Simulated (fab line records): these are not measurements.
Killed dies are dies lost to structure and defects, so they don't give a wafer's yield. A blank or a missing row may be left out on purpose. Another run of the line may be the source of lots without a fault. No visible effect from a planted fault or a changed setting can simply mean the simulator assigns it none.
A struck lot beside a sound one | flow n5_finfet | 36 out of 1938 route steps
Sound: wafers L826.1, L826.3, L826.4. The struck wafers were L827.1, L827.3, L827.6. At the end, the cause is stated.
Order at every step that has rows: each side's tool, ch and its chambers, its first start. Under that, the readings that differ: sound wafers | struck wafers | difference of the means | sigmas: that difference in standard deviations of wafers without a fault.
alike: a reading whose means differ by less than 2 such deviations, as well as words and numbers matching on both sides. not compared: withheld readings; readings where some wafer has no value; bounds like >300 that might hide an equal value; numbers whose values overlap and for which the record gives no deviation.
The two part at a step that has a row with sigmas, a row that says differs or no value, or rows on one side only. Non-overlapping numbers with no deviation appear without sigmas and do not part them. A reading that every wafer of one side lacks parts them only if that side has two wafers or more.

first, 9 steps without rows for these wafers: N5_BEOL_M4_ANNEAL_95 (time 240 s); N5_BEOL_M4_SPUTTER_96 (material Cu, target thk 4.5 nm, time 8.29 s); N5_BEOL_M4_ECD_50 (material Cu, target thk 300 nm); N5_BEOL_M4_ANNEAL_51 (time 90 s); N5_BEOL_M4_CMP_52 (polishes, stops on SiOC, t overpolish 6.8 s, target thk 40 nm); N5_BEOL_M4_PRE_CLEAN_60 (time 15 s); N5_BEOL_M4_CO_CAP_55 (material Co, precursor CCTBA/H2, target thk 2 nm, time 102.1 s); N5_BEOL_M4_PRE_CLEAN_56 (time 15 s); N5_BEOL_M4_DEP_57 (deposits SiCN from 3MS/NH3, target thk 8 nm, time 14 s).
N5_BEOL_M4_RC_MEAS_101:
  sound on prober-01 ch 0, day 17 20:22; struck on prober-01 ch 0, day 17 15:22
  alike: DIBL_N, DIBL_P, IOFF_N, IOFF_P, ION_N, ION_P, SS_N, SS_P, VT_N, VT_P
then, 24 steps without rows for these wafers: N5_BEOL_M5_ILD_DEP_00 (deposits SiCOH lowk from DEMS/porogen, target thk 140.64 nm, time 25.9 s); N5_BEOL_M5_CURE_79 (cures SiCOH lowk, time 240 s); N5_BEOL_M5_PECVD_70 (deposits SiO2 from TEOS/O2, target thk 16 nm, time 18 s); N5_BEOL_M5_HM_DEP_02 (deposits TiN, target thk 20 nm); N5_BEOL_M5_COAT_59 (time 60 s, resist thk 60 nm); N5_BEOL_M5_COAT_60 (time 60 s, resist thk 12 nm); N5_BEOL_M5_COAT_71 (time 60 s, resist thk 5 nm); N5_BEOL_M5_COAT_05 (resist thk 30 nm); N5_BEOL_M5_EBR_07; N5_BEOL_M5_SOFTBAKE_06 (time 60 s); N5_BEOL_M5_EXPOSE_08 (exposes mask M5, target cd 28 nm); N5_BEOL_M5_PEB_09 (peb time 60 s); N5_BEOL_M5_DEVELOP_10 (develop time 30 s); N5_BEOL_M5_DESCUM_16 (chemistry O2, time 7 s); N5_BEOL_M5_ETCH_72 (etches underlayer in N2/H2, target depth 6.5 nm, time 5.2 s); N5_BEOL_M5_ETCH_61 (etches SiARC in CF4, target depth 15.6 nm, time 26 s); N5_BEOL_M5_ETCH_62 (etches SOC in N2/H2, target depth 75 nm, overetch 15 nm, time 112.5 s); N5_BEOL_M5_STRIP_63 (strips in N2/H2); N5_BEOL_M5_STRIP_73 (strips in N2/H2); N5_BEOL_M5_STRIP_64 (strips in CF4); N5_BEOL_M5_HM_OPEN_17 (chemistry Cl2/BCl3, target TiN, target depth 20 nm, overetch 6 nm); N5_BEOL_M5_STRIP_19 (strips in O2); N5_BEOL_M5_COAT_65 (time 60 s, resist thk 60 nm); N5_BEOL_M5_COAT_66 (time 60 s, resist thk 12 nm).
N5_BEOL_M6_VIA_ETCH_34: etches SiCOH lowk in C4F6/O2, target depth 126.3 nm, time 50.9 s.
  sound on rie_diel-06 ch 0,1,3, day 18 17:20; struck on rie_diel-02 ch 0,1, day 18 10:54
  no value came back on the struck wafers for any of 10 readings (C4F6_flow_sccm (sccm), O2_flow_sccm (sccm) and others); on the sound wafers C4F6_flow_sccm (sccm) reads 9.94 10.01 10.05
  reading                                    | sound      | struck      | difference | sigmas
  model.SiARC_of_BEOL_M6_COAT_64.thk_nm (nm) | 0 0 0      | 6.4 6.8 6.6 | +6.6       |
  model.SOC_of_BEOL_M6_COAT_63.thk_nm (nm)   | 54 54.2 54 | 60 59.8 60  | +6         |
-- record jumps: 4 days separate the struck wafers' starts on either side; left off in module BEOL_M6, taken up again in module PASSIVATION, whose first shown step is the route's number 1936 --
N5_PASSIVATION_PROBE_49:
  struck on prober-02, day 22 15:47; sound on prober-01, day 22 20:26
  reading                  | sound          | struck         | difference | sigmas
  defect_limited_yield (%) | 91.1 90.2 87.8 | 0 0 0          | -90        | -60
  killed_at_M0_to_M3       | 45 50 59       | 36 23 21       | -25        | -2
  killed_at_M4_up          | 15 14 15       | 1099 1119 1104 | +1093      | +99 or more
  killed_dies              | 105 116 144    | 1180 1180 1180 | +1058      | +59
  killed_on_rim            | 9 19 20        | 152 152 152    | +136       | +38
  sort_bin_5_function (%)  | 5.7 6.4 7.4    | 97.1 96.8 96.5 | +90.3      | +82
  sort_n_pass              | 1075 1064 1036 | 0 0 0          | -1058      | -59
  sort_yield_pct (%)       | 91.1 90.2 87.8 | 0 0 0          | -90        | -60
  alike: killed_at_contacts, killed_at_front_end, killed_at_other, killed_open, killed_short, sort_bin_6_memory

## WHERE THEY PART
Last at N5_PASSIVATION_PROBE_49 as far as this record goes, first at N5_BEOL_M6_VIA_ETCH_34.

WHY: what the simulator had put in
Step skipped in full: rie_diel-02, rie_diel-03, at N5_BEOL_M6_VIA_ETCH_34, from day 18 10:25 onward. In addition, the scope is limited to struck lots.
